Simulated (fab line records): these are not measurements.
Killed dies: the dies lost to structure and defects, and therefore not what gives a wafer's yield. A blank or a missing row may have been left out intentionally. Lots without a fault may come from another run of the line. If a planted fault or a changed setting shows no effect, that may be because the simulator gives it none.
fab line records ; flow n5_finfet
record: lots: 4; wafers: 12; last_day: 16
route steps=1938 shown BEOL_M0_SAQP@683 BEOL_M0_CUTY@701 BEOL_M4@1111 PASSIVATION@1936
lots that met no fault: from a run of the same line without faults
start_h: hours from the record's first day to the start of the lot's first wafer shown ; wait_h: hours elapsed since this lot's preceding step ; " identical to the entry in the row above ; L1.1+2: one row covering several wafers at once ; - value missing, or start not given ; * or withheld: withheld ; < > ~ a bound
route shown NAME@n: names a module that has steps shown in the file, with the first one's number in the route ; usual: mean and standard deviation over wafers with no fault ; same: alike in all rows ; chamber/n: place in a boat ; sites: the reading at each site ; _std_site: their standard deviation ; _edge_site: outer sites' mean less inner sites' ; radius_mm: how far each site lies from the wafer's centre ; mask NAME#n: copy n ; behind: the tool/chamber that last shaped the wafer ; hold: why the lot was held/for how many hours/how that ended ; device: the n, p or np transistor that did not switch ; end of line: the same wafers' tests at the end of the route ; a step given without rows: its recipe and nothing more ; killed: count of dies lost to structure and defects at first sort (not the wafer's yield) ; map: shows each die of a wafer: x if killed, . if not, _ if none is there
set.NAME: the setting as run; set.NAME@STEP: as run at that earlier step ; model.NAME: the simulator's own value behind a step, which no gauge read
lots seen at some steps along the route; tables by step, rows by wafer
services: a tool's chamber out of use, with start hour (start_h, from the record's first day; less than 0 if before it), hours out, and reason
== steps ==
step: N5_BEOL_M0_SAQP_COAT_34
recipe: resist: CAR-EUV; spin_rpm: 1500; resist_thk_nm: 30
step: N5_BEOL_M0_SAQP_EBR_36
recipe: solvent: PGMEA; ebr_width_mm: 1.5
step: N5_BEOL_M0_SAQP_SOFTBAKE_35
recipe: temp_c: 110; time_s: 60; resist: CAR-EUV
step: N5_BEOL_M0_SAQP_EXPOSE_37
recipe: mask_id: M0_CUT1; na: 0.33; source_shape: annular; sigma_inner: 0.35; sigma_outer: 0.8; polarization: unpolarized; target_cd_nm: 30; dose_mj: 44.75
step: N5_BEOL_M0_SAQP_PEB_38
recipe: peb_temp_c: 100; peb_time_s: 60; resist: CAR-EUV
step: N5_BEOL_M0_SAQP_DEVELOP_39
recipe: develop_time_s: 30; developer: TMAH; resist: CAR-EUV; rinse_liquid: surfactant_rinse; dry: air_spin; dev_temp_c: 23
step: N5_BEOL_M0_SAQP_DESCUM_45
recipe: chemistry: O2; time_s: 7; source_power_w: 50; bias_power_w: 20; pressure_mtorr: 20; rf_frequency_hz: 2.712e+07; temp_c: 40; resist: CAR-EUV; o2_flow_sccm: 225
step: N5_BEOL_M0_SAQP_ETCH_88
recipe: chemistry: N2/H2; target: underlayer; target_depth_a: 65; time_s: 5.2; ion_energy_ev: 200; mask_material: CAR-EUV; pressure_mtorr: 30; source_w: 840; bias_w: 150; n2_flow_sccm: 200; h2_flow_sccm: 200; ends: cleared
step: N5_BEOL_M0_SAQP_ETCH_73
recipe: chemistry: CF4; target: SiARC; target_depth_a: 195; mask_material: CAR-EUV; time_s: 32.5; ion_energy_ev: 80; pressure_mtorr: 40; source_w: 545; bias_w: 36; Ar_flow_sccm: 100; cf4_flow_sccm: 100; ends: cleared
step: N5_BEOL_M0_SAQP_CUT_ETCH_46
recipe: chemistry: N2/H2; target: SOC; target_depth_a: 1350; overetch_a: 270; temp_c: 40; time_s: 202.5; ion_energy_ev: 200; mask_material: SiARC; pressure_mtorr: 30; source_w: 840; bias_w: 150; n2_flow_sccm: 200; h2_flow_sccm: 200
usual: drypump_motor_current_A: 5.9/0.37; n2_flow_sccm: 199.9/0.61; rf_vpp_V: 524.6/2.3; showerhead_plenum_p_Torr: 2.57/0.084; throttle_valve_pct: 17.97/0.29
lot.wafer;tool;chamber;start_h;wait_h;drypump_motor_current_A;n2_flow_sccm;rf_hours_counter_h;rf_vpp_V;showerhead_plenum_p_Torr;throttle_valve_pct
L892.1;rie_diel-02;2;116.43;0.0;6.0;198.5;156;526.8;2.66;18.07
L892.4;rie_diel-02;1;116.43;0.0;5.7;200.0;170;520.5;2.42;18.06
L892.6;rie_diel-02;3;116.43;0.0;5.7;199.5;-;522.4;2.52;18.33
L899.1;rie_diel-02;0;155.99;0.0;6.0;200.5;236;526.8;2.63;18.19
L899.4;rie_diel-02;2;155.99;0.0;6.0;200.9;169;525.0;2.65;18.08
L899.6;rie_diel-02;3;155.99;0.0;5.7;199.6;-;522.9;2.51;18.35
L903.1;rie_diel-02;1;178.71;0.0;5.7;200.5;190;522.2;2.41;18.10
L903.2;rie_diel-02;3;178.71;0.0;5.7;200.1;209;523.5;2.51;18.36
L903.5;rie_diel-02;0;178.71;0.0;6.0;201.0;-;526.0;2.63;18.20
L913.2;rie_diel-03;1;243.03;0.0;5.7;200.8;188;523.5;2.51;18.10
L913.5;rie_diel-03;0;243.03;0.0;6.1;199.3;-;525.1;2.63;17.56
L913.6;rie_diel-03;3;243.03;0.0;6.6;199.7;-;528.5;2.69;17.59
step: N5_BEOL_M0_SAQP_STRIP_74
recipe: chemistry: N2/H2; temp_c: 40; n2_flow_sccm: 200; h2_flow_sccm: 200; rf_frequency_hz: 6e+07
step: N5_BEOL_M0_SAQP_STRIP_89
recipe: chemistry: N2/H2; temp_c: 40; n2_flow_sccm: 200; h2_flow_sccm: 200; rf_frequency_hz: 6e+07
step: N5_BEOL_M0_SAQP_ALD_48
recipe: material: SiO2; target_thk_a: 200; temp_c: 100; ald_precursor_family: BDEAS; ald_co_reactant: O2-plasma; pulse_time_s: 1; co_reactant_pulse_time_s: 1; purge_time_s: 2; co_reactant_purge_time_s: 2; ald_cycles: 139; pressure_torr: 2
step: N5_BEOL_M0_SAQP_ETCH_49
recipe: chemistry: CF4/O2; target_depth_a: 370; target: SiO2; pressure_mtorr: 40; source_w: 535; bias_w: 49; Ar_flow_sccm: 100; cf4_flow_sccm: 100; O2_flow_sccm: 10; ion_energy_ev: 100
step: N5_BEOL_M0_SAQP_STRIP_75
recipe: chemistry: CF4; resist: SiARC; power_w: 300; bias_power_w: 75; pressure_mtorr: 50; cf4_flow_sccm: 150; rf_frequency_hz: 6e+07
step: N5_BEOL_M0_CUTY_COAT_50
recipe: resist: SiARC; temp_c: 220; time_s: 60; spin_rpm: 1500; resist_thk_nm: 15
step: N5_BEOL_M0_CUTY_COAT_51
recipe: resist: CAR-ArF-block; spin_rpm: 1500; resist_thk_nm: 150
step: N5_BEOL_M0_CUTY_EBR_52
recipe: solvent: PGMEA; ebr_width_mm: 1.5
step: N5_BEOL_M0_CUTY_SOFTBAKE_53
recipe: temp_c: 110; time_s: 60; resist: CAR-ArF-block
step: N5_BEOL_M0_CUTY_EXPOSE_54
recipe: mask_id: M0_ABLK; na: 1.35; source_shape: conventional; sigma_outer: 0.8; polarization: unpolarized; dose_mj: 36
step: N5_BEOL_M0_CUTY_PEB_55
recipe: peb_temp_c: 110; peb_time_s: 60; resist: CAR-ArF-block
step: N5_BEOL_M0_CUTY_DEVELOP_56
recipe: develop_time_s: 30; developer: TMAH; resist: CAR-ArF-block; rinse_liquid: diw; dry: air_spin; dev_temp_c: 23
step: N5_BEOL_M0_CUTY_INSPECT_59
recipe: mode: adi; inspect_instrument: macro
usual: raw_defect_count: 2.2/1.4
lot.wafer;tool;chamber;start_h;wait_h;raw_defect_count
L892.1;defect_inspect-02;-;117.70;0.0;0
L892.4;defect_inspect-02;-;117.70;0.0;4
L892.6;defect_inspect-02;-;117.70;0.0;1
L899.1;defect_inspect-02;-;157.27;0.0;8
L899.4;defect_inspect-02;-;157.27;0.0;4
L899.6;defect_inspect-02;-;157.27;0.0;2
L903.1;defect_inspect-01;-;179.99;0.0;0
L903.2;defect_inspect-01;-;179.99;0.0;2
L903.5;defect_inspect-01;-;179.99;0.0;11
L913.2;defect_inspect-01;-;244.38;0.0;1
L913.5;defect_inspect-01;-;244.38;0.0;3
L913.6;defect_inspect-01;-;244.38;0.0;3
step: N5_BEOL_M0_CUTY_DESCUM_61
recipe: chemistry: O2; time_s: 7.9; source_power_w: 50; bias_power_w: 20; pressure_mtorr: 20; rf_frequency_hz: 2.712e+07; temp_c: 40; resist: CAR-ArF-block; o2_flow_sccm: 225
step: N5_BEOL_M4_RC_MEAS_101
usual: DIBL_N: 36.8/2.2; DIBL_P: 37.0/2.8; IOFF_N: 0.18/0.043; IOFF_P: 0.23/0.05; ION_N: 680/14; ION_P: 466/9.1; SS_N: 71.7/0.74; SS_P: 73.5/0.79; VT_N: 248/4; VT_P: -249/4.1
lot.wafer;tool;chamber;start_h;wait_h;DIBL_N[mV/V];DIBL_P[mV/V];IOFF_N[nA/um];IOFF_P[nA/um];ION_N[uA/um];ION_P[uA/um];SS_N[mV/dec];SS_P[mV/dec];VT_N[mV];VT_P[mV]
L892.1;prober-01;0;177.23;0.0;36.4;37.3;0.17;0.23;687;467;71.4;74.1;246;-248
L892.4;prober-01;0;177.23;0.0;35.0;36.8;0.14;0.21;664;463;70.8;74.5;249;-250
L892.6;prober-01;0;177.23;0.0;33.2;33.7;0.11;0.16;657;455;71.3;73.3;255;-252
L899.1;prober-02;0;203.33;0.0;37.4;36.4;0.17;0.24;682;468;72.3;73.7;250;-248
L899.4;prober-02;0;203.33;0.0;37.2;36.4;0.16;0.23;680;468;71.4;73.6;247;-246
L899.6;prober-02;0;203.33;0.0;34.5;33.6;0.12;0.18;671;466;71.1;72.3;253;-253
L903.1;prober-02;0;232.60;0.0;36.4;35.0;0.17;0.24;679;469;71.4;74.1;249;-243
L903.2;prober-02;0;232.60;0.0;37.6;38.2;0.19;0.32;686;477;71.2;74.0;248;-241
L903.5;prober-02;0;232.60;0.0;36.4;36.1;0.17;0.27;683;484;71.3;74.1;246;-242
L913.2;prober-01;0;291.65;0.2;38.2;36.8;0.20;0.21;685;460;73.4;73.5;249;-253
L913.5;prober-01;0;291.65;0.2;39.9;39.7;0.23;0.27;689;469;73.1;74.4;244;-247
L913.6;prober-01;0;291.65;0.2;35.9;35.6;0.16;0.20;680;461;71.6;73.0;252;-253
step: N5_PASSIVATION_PROBE_49
usual: defect_limited_yield: 91.4/1.5; killed_at_M0_to_M3: 36/11; killed_at_M4_up: 14/6; killed_at_contacts: 11/6; killed_at_front_end: 37/11; killed_at_other: 4/3.4; killed_dies: 102/18; killed_open: 66/13; killed_short: 34/7.8; sort_bin_5_function: 5.0/0.97; sort_bin_6_memory: 3.2/0.7; sort_n_pass: 1078/19; sort_yield_pct: 91.3/1.6
same: gross_dies: 1180; killed_at_back_side: 0; sort_bin_4_leakage[%]: 0; sort_bin_8_speed[%]: 0
lot.wafer;tool;chamber;start_h;wait_h;defect_limited_yield[%];killed_at_M0_to_M3;killed_at_M4_up;killed_at_contacts;killed_at_front_end;killed_at_other;killed_dies;killed_open;killed_short;sort_bin_5_function[%];sort_bin_6_memory[%];sort_n_pass;sort_yield_pct[%]
L892.1;prober-02;-;281.69;0.0;92.0;18;22;12;35;7;94;62;28;4.7;3.0;1086;92.0
L892.4;prober-02;-;281.84;0.2;92.3;38;18;5;28;2;91;59;30;4.5;2.7;1089;92.3
L892.6;prober-02;-;281.94;0.3;88.4;50;27;12;43;5;137;85;48;6.3;4.7;1043;88.4
L899.1;prober-01;-;306.27;0.0;91.4;37;17;9;34;4;101;65;30;5.3;2.9;1079;91.4
L899.4;prober-01;-;306.42;0.2;90.8;50;10;8;38;2;108;73;33;5.1;3.9;1072;90.8
L899.6;prober-01;-;306.52;0.3;91.8;31;16;10;36;4;97;57;36;5.4;2.5;1083;91.8
L903.1;prober-02;-;343.29;0.0;92.1;22;20;14;33;4;93;73;19;4.2;3.6;1087;92.1
L903.2;prober-02;-;343.34;0.1;91.4;40;10;10;35;7;102;69;30;5.4;3.1;1078;91.4
L903.5;prober-02;-;343.49;0.2;92.3;31;9;14;34;3;91;56;26;4.5;3.0;1089;92.3
L913.2;prober-01;-;395.12;0.1;91.5;21;9;23;45;2;100;68;31;4.8;3.4;1080;91.5
L913.5;prober-01;-;395.27;0.2;92.4;18;20;18;34;0;90;59;29;4.3;3.1;1090;92.4
L913.6;prober-01;-;395.32;0.3;88.1;49;17;13;60;1;140;88;47;7.2;4.4;1040;88.1
killed by level:class
L892.1 BEOL_M4:geometric_particle:open=13 MOL_CONTACT_COAG:geometric_particle:open=11 FIN_SAQP:geometric_particle:short=8 STI_FIN_REVEAL:geometric_particle:open=5 BEOL_M3:geometric_particle:open=5 FIN_SAQP:geometric_particle:open=4 BEOL_M0_SAQP:geometric_particle:open=4 BEOL_M1:geometric_particle:open=3
L892.4 BEOL_M3:geometric_particle:open=12 FIN_SAQP:geometric_particle:short=7 BEOL_M4:geometric_particle:open=7 FIN_SAQP:geometric_particle:open=5 BEOL_M0_SAQP:geometric_particle:open=5 BEOL_M0_SAQP:geometric_particle:short=5 DUMMY_GATE:geometric_particle:open=4 BEOL_M0:geometric_particle:open=4
L892.6 BEOL_M0_SAQP:geometric_particle:open=17 BEOL_M4:geometric_particle:open=17 BEOL_M0_SAQP:geometric_particle:short=13 FIN_SAQP:geometric_particle:open=12 FIN_SAQP:geometric_particle:short=9 MOL_CONTACT_COAG:geometric_particle:open=9 STARTING-WAFER:geometric_particle:short=8 STI_FIN_REVEAL:geometric_particle:open=7
L899.1 BEOL_M3:geometric_particle:open=9 STI_FIN_REVEAL:geometric_particle:open=7 MOL_CONTACT_COAG:geometric_particle:open=7 DUMMY_GATE:geometric_particle:open=6 BEOL_M0_SAQP:unspecified=6 BEOL_M0_SAQP:geometric_particle:short=5 ILD0:geometric_particle:open=4 BEOL_M0_SAQP:geometric_particle:open=4
L899.4 BEOL_M3:geometric_particle:open=17 BEOL_M0_SAQP:geometric_particle:short=12 FIN_SAQP:geometric_particle:open=7 MOL_CONTACT_COAG:geometric_particle:open=7 BEOL_M0_SAQP:geometric_particle:open=7 STI_FIN_REVEAL:geometric_particle:open=5 BEOL_M5:geometric_particle:open=5 FIN_CUT:geometric_particle:open=4
L899.6 BEOL_M4:geometric_particle:open=9 FIN_SAQP:geometric_particle:short=8 BEOL_M1:geometric_particle:open=8 BEOL_M0_SAQP:geometric_particle:short=6 GATE_CUT:geometric_particle:short=6 STI_FIN_REVEAL:geometric_particle:open=5 MOL_CONTACT_COAG:geometric_particle:short=5 BEOL_M2:geometric_particle:open=5
L903.1 FIN_SAQP:geometric_particle:open=17 MOL_CONTACT_COAG:geometric_particle:open=11 BEOL_M5:geometric_particle:open=8 BEOL_M0_SAQP:geometric_particle:open=7 BEOL_M2:geometric_particle:open=6 BEOL_M0_SAQP:geometric_particle:short=5 STI_FIN_REVEAL:geometric_particle:open=3 MOL_CONTACT_COAG:geometric_particle:short=3
L903.2 FIN_SAQP:geometric_particle:open=15 BEOL_M0_SAQP:geometric_particle:short=10 BEOL_M2:geometric_particle:open=9 MOL_CONTACT_COAG:geometric_particle:open=8 FIN_SAQP:geometric_particle:short=6 BEOL_M1:geometric_particle:open=6 BEOL_M3:geometric_particle:open=6 BEOL_M0_SAQP:geometric_particle:open=5
L903.5 MOL_CONTACT_COAG:geometric_particle:open=12 FIN_SAQP:geometric_particle:open=11 BEOL_M0_SAQP:geometric_particle:short=8 BEOL_M0_SAQP:unspecified=8 STI_FIN_REVEAL:geometric_particle:open=6 BEOL_M0_SAQP:geometric_particle:open=6 DUMMY_GATE:geometric_particle:open=5 BEOL_M5:geometric_particle:open=4
L913.2 MOL_CONTACT_COAG:geometric_particle:open=18 STI_FIN_REVEAL:geometric_particle:open=15 BEOL_M0_SAQP:geometric_particle:short=9 DUMMY_GATE:geometric_particle:open=7 FIN_SAQP:geometric_particle:short=6 MOL_CONTACT_COAG:geometric_particle:short=5 BEOL_M0_SAQP:geometric_particle:open=4 BEOL_M2:geometric_particle:open=4
L913.5 MOL_CONTACT_COAG:geometric_particle:open=12 BEOL_M2:geometric_particle:open=7 BEOL_M4:geometric_particle:open=7 MOL_CONTACT_COAG:geometric_particle:short=6 BEOL_M3:geometric_particle:open=6 FIN_SAQP:geometric_particle:short=5 STI_FIN_REVEAL:geometric_particle:open=5 STI_FIN_REVEAL:geometric_particle:short=4
L913.6 STI_FIN_REVEAL:geometric_particle:open=14 BEOL_M0_SAQP:geometric_particle:open=13 BEOL_M0_SAQP:geometric_particle:short=11 MOL_CONTACT_COAG:geometric_particle:open=9 DUMMY_GATE:geometric_particle:open=8 BEOL_M3:geometric_particle:open=8 FIN_SAQP:geometric_particle:open=6 FIN_SAQP:geometric_particle:short=6
== services ==
tool;chamber;start_h;hours;kind
rie_diel-03;1;147.36;3.3;repair
rie_diel-03;-;160.73;0.5;repair
rie_diel-03;-;198.08;1.1;repair
rie_diel-03;-;199.54;2.6;repair
rie_diel-02;0;201.57;-;clean
rie_diel-02;0;201.57;-;consumable_replace:focus_ring
rie_diel-02;0;201.57;21.2;scheduled_down
rie_diel-02;0;201.57;21.2;vent_cycle
rie_diel-03;0;216.61;2.9;repair
== key ==
first_sign: step: N5_BEOL_M0_CUTY_INSPECT_59; reading: raw_defect_count; direction: up; sigmas: 5.3; usual: 2.2; struck: 9.5
effect none on later readings
met_at N5_BEOL_M0_SAQP_CUT_ETCH_46
struck_wafers L899.1,L903.5
fault: kind: chamber_particle_source; tool: rie_diel-02; chamber: 0; onset_h: 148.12; steps: N5_BEOL_M0_SAQP_CUT_ETCH_46; rate_per_visit_cm2: 0.0097645; end_h: 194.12
